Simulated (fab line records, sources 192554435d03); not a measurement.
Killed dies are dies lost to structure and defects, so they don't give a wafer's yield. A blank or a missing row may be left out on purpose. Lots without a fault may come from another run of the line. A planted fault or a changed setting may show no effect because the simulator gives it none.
Which tool did it? | flow n5_finfet | 24 lots, 72 wafers sampled, at 5 steps of a route of 1938

WHAT THE GAUGES READ, wafer by wafer
N5_BEOL_M9_THK_MEAS_53: measures by xrf.
lot  | measured     | on            | M9_THK (nm)
L074 | day 9 20:41  | film_metro-02 | 139.7 142.5 143.1
L075 | day 9 20:56  | film_metro-01 | 140.9 142.4 143.8
L076 | day 10 03:23 | film_metro-02 | 142.9 142.0 142.9
L077 | day 10 15:20 | film_metro-01 | 144.9 145.2 143.2
L078 | day 11 00:07 | film_metro-01 | 142.9 140.5 140.6
L079 | day 11 09:26 | film_metro-01 | 142.3 146.2 148.6
L080 | day 11 12:01 | film_metro-02 | 143.6 140.8 140.0
L081 | day 12 02:35 | film_metro-02 | 142.2 147.8 142.7
L082 | day 12 03:16 | film_metro-02 | 145.9 143.7 142.3
L083 | day 12 09:08 | film_metro-02 | 141.4 143.9 141.0
L086 | day 12 11:43 | film_metro-01 | 144.3 145.4 141.7
L085 | day 12 17:15 | film_metro-02 | 137.5 141.9 137.8
L084 | day 12 16:53 | film_metro-02 | 142.7 139.4 141.0
L087 | day 13 01:57 | film_metro-02 | 141.8 142.7 143.7
L089 | day 13 12:02 | film_metro-02 | 144.2 142.3 141.0
L088 | day 13 13:48 | film_metro-01 | 145.6 142.6 142.7
L091 | day 13 18:38 | film_metro-02 | 140.3 144.2 141.3
L092 | day 14 03:25 | film_metro-02 | 141.5 138.3 141.2
L090 | day 14 05:29 | film_metro-02 | 145.2 144.3 146.0
L094 | day 15 05:43 | film_metro-02 | 142.1 139.0 143.2
L093 | day 15 10:03 | film_metro-01 | 143.2 139.2 138.0
L097 | day 15 09:51 | film_metro-02 | 144.4 140.7 142.7
L095 | day 15 10:23 | film_metro-02 | 141.1 141.0 141.9
L096 | day 15 09:46 | film_metro-01 | 137.1 138.7 137.2

WHICH TOOL RAN EACH LOT (tool, then ch and the chambers of the sampled wafers, then the start)
lot  | N5_BEOL_M8_CURE_75            | N5_BEOL_M8_DEP_56               | N5_BEOL_M9_HM_OPEN_17             | N5_BEOL_M9_SPUTTER_48
L074 | uv_cure-03 ch 1, day 9 10:34  | pecvd-02 ch 0,1, day 9 12:23    | rie_metal-03 ch 1, day 9 15:23    | pvd_sputter-03, day 9 19:52
L075 | uv_cure-02 ch 0, day 9 10:58  | pecvd-04 ch 0, day 9 14:40      | rie_metal-03 ch 1, day 9 17:23    | pvd_sputter-02, day 9 20:07
L076 | uv_cure-03 ch 0, day 9 19:19  | pecvd-04 ch 0,1, day 9 21:21    | rie_metal-01 ch 0,1, day 9 23:46  | pvd_sputter-01, day 10 02:32
L077 | uv_cure-03 ch 0, day 10 04:33 | pecvd-02 ch 0,1,2, day 10 07:16 | rie_metal-01 ch 0,1, day 10 08:53 | pvd_sputter-01, day 10 13:32
L078 | uv_cure-03 ch 1, day 10 13:22 | pecvd-04 ch 0,1, day 10 16:55   | rie_metal-03 ch 0,1, day 10 20:13 | pvd_sputter-01, day 10 23:17
L079 | uv_cure-02 ch 2, day 10 20:41 | pecvd-03 ch 0,1,2, day 10 23:59 | rie_metal-02 ch 0,1, day 11 02:53 | pvd_sputter-02, day 11 08:34
L080 | uv_cure-02 ch 1, day 11 00:05 | pecvd-03 ch 0,1, day 11 03:46   | rie_metal-03 ch 1, day 11 08:15   | pvd_sputter-03, day 11 11:11
L081 | uv_cure-02 ch 2, day 11 16:16 | pecvd-02 ch 0,1,2, day 11 18:17 | rie_metal-02 ch 0,1, day 11 21:35 | pvd_sputter-03, day 12 00:18
L082 | uv_cure-01 ch 0, day 11 16:39 | pecvd-04 ch 0,1, day 11 18:41   | rie_metal-01 ch 0, day 11 21:53   | pvd_sputter-01, day 12 02:26
L083 | uv_cure-03 ch 0, day 11 23:19 | pecvd-03 ch 1,2, day 12 02:25   | rie_metal-03 ch 0,1, day 12 04:59 | pvd_sputter-03, day 12 08:14
L086 | uv_cure-01 ch 2, day 12 02:03 | pecvd-02 ch 0,1, day 12 04:31   | rie_metal-02 ch 0,1, day 12 06:45 | pvd_sputter-03, day 12 10:53
L085 | uv_cure-03 ch 0, day 12 05:18 | pecvd-04 ch 1,2, day 12 08:29   | rie_metal-02 ch 0,1, day 12 11:44 | pvd_sputter-03, day 12 16:26
L084 | uv_cure-03 ch 0, day 12 06:27 | pecvd-03 ch 0,2, day 12 08:56   | rie_metal-03 ch 0,1, day 12 12:17 | pvd_sputter-03, day 12 16:04
L087 | uv_cure-03 ch 1, day 12 14:20 | pecvd-02 ch 1,2, day 12 16:32   | rie_metal-03 ch 0,1, day 12 20:22 | pvd_sputter-02, day 13 00:25
L089 | uv_cure-03 ch 2, day 13 01:22 | pecvd-03 ch 1,2, day 13 03:23   | rie_metal-03 ch 0,1, day 13 07:24 | pvd_sputter-02, day 13 10:56
L088 | uv_cure-02 ch 2, day 13 03:27 | pecvd-03 ch 0,1,2, day 13 06:25 | rie_metal-02 ch 0,1, day 13 08:38 | pvd_sputter-01, day 13 12:52
L091 | uv_cure-01 ch 0, day 13 06:52 | pecvd-02 ch 0,1, day 13 08:49   | rie_metal-03 ch 0,1, day 13 12:33 | pvd_sputter-01, day 13 17:49
L092 | uv_cure-03 ch 2, day 13 12:25 | pecvd-03 ch 1,2, day 13 14:35   | rie_metal-01 ch 0, day 13 18:35   | pvd_sputter-03, day 14 02:35
L090 | uv_cure-02 ch 1, day 13 13:44 | pecvd-03 ch 1,2, day 13 18:23   | rie_metal-03 ch 0,1, day 13 23:29 | pvd_sputter-01, day 14 04:27
L094 | uv_cure-03 ch 1, day 14 20:50 | pecvd-02 ch 0,1,2, day 14 23:42 | rie_metal-01 ch 0,1, day 15 01:23 | pvd_sputter-02, day 15 04:05
L093 | uv_cure-02 ch 1, day 14 20:59 | pecvd-02 ch 0,2, day 14 23:49   | rie_metal-03 ch 0,1, day 15 04:00 | pvd_sputter-01, day 15 09:09
L097 | uv_cure-01 ch 1, day 14 21:14 | pecvd-04 ch 1,2, day 15 00:04   | rie_metal-03 ch 0,1, day 15 03:39 | pvd_sputter-01, day 15 09:02
L095 | uv_cure-03 ch 0, day 14 21:17 | pecvd-04 ch 0,1, day 15 00:31   | rie_metal-02 ch 0,1, day 15 04:01 | pvd_sputter-01, day 15 09:25
L096 | uv_cure-02 ch 1, day 14 21:23 | pecvd-02 ch 0,1,2, day 15 00:34 | rie_metal-03 ch 0, day 15 04:14   | pvd_sputter-01, day 15 08:57
- N5_BEOL_M8_CURE_75: cures SiCOH lowk, time 120 s.
- N5_BEOL_M8_DEP_56: deposits SiCN from 3MS/NH3, target thk 10 nm, time 17.5 s.
- N5_BEOL_M9_HM_OPEN_17: chemistry Cl2/BCl3, target TiN, target depth 20 nm, overetch 6 nm.
- N5_BEOL_M9_SPUTTER_48: material Cu, target thk 12 nm, time 2 s.

WHAT THE TOOLS THEMSELVES READ (means of the sampled wafers that have a number; where no wafer has one, the mark that the record gives instead)
N5_BEOL_M8_CURE_75.
lot  | tool       | lamp_power_pct (%) | wafer_temp_C_max
L074 | uv_cure-03 | 52.32              | 371.5
L075 | uv_cure-02 | 52.32              | 372.1
L076 | uv_cure-03 | 52.28              | 371.1
L077 | uv_cure-03 | 52.33              | 371.1
L078 | uv_cure-03 | 52.33              | 371.0
L079 | uv_cure-02 | 52.29              | 372.9
L080 | uv_cure-02 | 52.24              | 371.9
L081 | uv_cure-02 | 52.33              | 372.0
L082 | uv_cure-01 | 52.29              | 371.3
L083 | uv_cure-03 | 52.32              | 371.8
L086 | uv_cure-01 | 52.30              | 372.2
L085 | uv_cure-03 | 52.31              | 371.7
L084 | uv_cure-03 | 52.29              | 371.6
L087 | uv_cure-03 | 52.40              | 371.0
L089 | uv_cure-03 | 52.30              | 371.5
L088 | uv_cure-02 | 52.34              | 372.3
L091 | uv_cure-01 | 52.35              | 371.2
L092 | uv_cure-03 | 52.32              | 371.3
L090 | uv_cure-02 | 52.24              | 371.3
L094 | uv_cure-03 | 52.36              | 371.2
L093 | uv_cure-02 | 52.33              | 371.9
L097 | uv_cure-01 | 52.36              | 372.1
L095 | uv_cure-03 | 52.32              | 371.3
L096 | uv_cure-02 | 52.32              | 371.3

N5_BEOL_M8_DEP_56.
lot  | tool     | showerhead_plenum_p_Torr (Torr) | throttle_valve_pct (%)
L074 | pecvd-02 | 3.673                           | 8.7
L075 | pecvd-04 | 3.671                           | 9.1
L076 | pecvd-04 | 3.664                           | 9.1
L077 | pecvd-02 | 3.666                           | 9.2
L078 | pecvd-04 | 3.663                           | 9.2
L079 | pecvd-03 | 3.669                           | 9.1
L080 | pecvd-03 | 3.659                           | 9.1
L081 | pecvd-02 | 3.665                           | 8.9
L082 | pecvd-04 | 3.662                           | 9.0
L083 | pecvd-03 | 3.675                           | 9.0
L086 | pecvd-02 | 3.662                           | 8.7
L085 | pecvd-04 | 3.655                           | 8.8
L084 | pecvd-03 | 3.660                           | 9.3
L087 | pecvd-02 | 3.665                           | 9.0
L089 | pecvd-03 | 3.681                           | 9.0
L088 | pecvd-03 | 3.667                           | 8.9
L091 | pecvd-02 | 3.668                           | 8.9
L092 | pecvd-03 | 3.678                           | 9.0
L090 | pecvd-03 | 3.679                           | 9.1
L094 | pecvd-02 | 3.668                           | 9.1
L093 | pecvd-02 | 3.677                           | 9.4
L097 | pecvd-04 | 3.657                           | 8.9
L095 | pecvd-04 | 3.657                           | 9.3
L096 | pecvd-02 | 3.669                           | 9.1

N5_BEOL_M9_HM_OPEN_17.
lot  | tool         | chamber_pressure_mTorr (mTorr) | drypump_motor_current_A (A) | oes_ar_750_au (a.u.) | oes_product_au (a.u.) | throttle_valve_pct (%)
L074 | rie_metal-03 | 9.999                          | 6.15                        | 0.84                 | 0.71                  | 22.02
L075 | rie_metal-03 | 10.003                         | 6.17                        | 0.84                 | 0.71                  | 22.03
L076 | rie_metal-01 | 10.002                         | 5.96                        | 0.68                 | 0.58                  | 22.18
L077 | rie_metal-01 | 9.989                          | 5.96                        | 0.67                 | 0.57                  | 22.18
L078 | rie_metal-03 | 10.007                         | 6.02                        | 0.89                 | 0.76                  | 22.14
L079 | rie_metal-02 | 9.999                          | 6.01                        | 0.90                 | 0.78                  | 22.29
L080 | rie_metal-03 | 9.993                          | 6.15                        | 0.82                 | 0.70                  | 22.04
L081 | rie_metal-02 | 9.995                          | 5.92                        | 0.79                 | 0.68                  | 22.26
L082 | rie_metal-01 | 9.998                          | 6.41                        | 0.76                 | 0.65                  | 22.22
L083 | rie_metal-03 | 10.005                         | 5.91                        | 0.92                 | 0.78                  | 22.26
L086 | rie_metal-02 | 9.991                          | 6.00                        | 0.86                 | 0.75                  | 22.30
L085 | rie_metal-02 | 9.994                          | 6.01                        | 0.86                 | 0.75                  | 22.29
L084 | rie_metal-03 | 10.004                         | 6.04                        | 0.86                 | 0.73                  | 22.14
L087 | rie_metal-03 | 10.003                         | 5.90                        | 0.90                 | 0.77                  | 22.25
L089 | rie_metal-03 | 10.005                         | 5.89                        | 0.90                 | 0.77                  | 22.24
L088 | rie_metal-02 | 9.997                          | 5.91                        | 0.77                 | 0.68                  | 22.26
L091 | rie_metal-03 | 9.996                          | 5.90                        | 0.90                 | 0.76                  | 22.26
L092 | rie_metal-01 | 10.005                         | 6.38                        | 0.75                 | 0.63                  | 22.23
L090 | rie_metal-03 | 9.999                          | 5.91                        | 0.90                 | 0.76                  | 22.26
L094 | rie_metal-01 | 9.999                          | 6.16                        | 0.70                 | 0.59                  | 22.23
L093 | rie_metal-03 | 10.003                         | 5.90                        | 0.87                 | 0.74                  | 22.27
L097 | rie_metal-03 | 10.006                         | 5.89                        | 0.88                 | 0.74                  | 22.26
L095 | rie_metal-02 | 9.999                          | 6.00                        | 0.83                 | 0.71                  | 22.33
L096 | rie_metal-03 | 10.003                         | 5.79                        | 0.91                 | 0.78                  | 22.38

N5_BEOL_M9_SPUTTER_48.
lot  | tool           | chuck_gas_flow_sccm (sccm) | substrate_temp_c (C) | throttle_valve_pct (%)
L074 | pvd_sputter-03 | 1.31                       | -20.00               | 30.2
L075 | pvd_sputter-02 | 1.23                       | -20.02               | 30.1
L076 | pvd_sputter-01 | 1.26                       | -19.95               | 30.0
L077 | pvd_sputter-01 | 1.23                       | -19.99               | 30.1
L078 | pvd_sputter-01 | 1.22                       | -19.95               | 29.7
L079 | pvd_sputter-02 | 1.23                       | -20.08               | 29.8
L080 | pvd_sputter-03 | 1.26                       | -20.02               | 29.6
L081 | pvd_sputter-03 | 1.23                       | -20.01               | 30.0
L082 | pvd_sputter-01 | 1.27                       | -19.98               | 29.8
L083 | pvd_sputter-03 | 1.27                       | -19.97               | 30.2
L086 | pvd_sputter-03 | 1.30                       | -20.13               | 30.1
L085 | pvd_sputter-03 | 1.25                       | -19.95               | 30.1
L084 | pvd_sputter-03 | 1.25                       | -20.02               | 29.7
L087 | pvd_sputter-02 | 1.23                       | -20.02               | 29.6
L089 | pvd_sputter-02 | 1.25                       | -20.02               | 30.2
L088 | pvd_sputter-01 | 1.21                       | -19.96               | 30.1
L091 | pvd_sputter-01 | 1.27                       | -19.87               | 30.1
L092 | pvd_sputter-03 | 1.27                       | -20.04               | 30.4
L090 | pvd_sputter-01 | 1.22                       | -20.01               | 30.1
L094 | pvd_sputter-02 | 1.30                       | -19.95               | 30.6
L093 | pvd_sputter-01 | 1.28                       | -19.99               | 29.9
L097 | pvd_sputter-01 | 1.28                       | -20.00               | 29.8
L095 | pvd_sputter-01 | 1.30                       | -20.08               | 29.9
L096 | pvd_sputter-01 | 1.28                       | -20.05               | 30.1

THE ANSWER, worked out from the rows above alone
Rule: what is usual is taken from the lots themselves. Put in order of their means at a reading, lots are off if they are a third of the lots or fewer, leave a main group of 4 or more, and stand apart from it by a gap of 3 or more times the standard deviation of the main group's means; of several such gaps the widest counts. A main group whose means are all the same, to the digits that the tables above print for the reading, isn't used. A lot without any number at a reading at which 4 lots or more have one is off too. The other lots that the step has rows for count as sound. The gauges are gone through in route order, then the tools' own readings, and for those a lot's mean is taken as printed above. The first step at which some lot is off is used, and at that step the reading that is off furthest; a lot without a number counts as furthest.
No lot is off at any reading shown: from this, nothing can be told.

WHAT THE SIMULATOR HAD PUT IN
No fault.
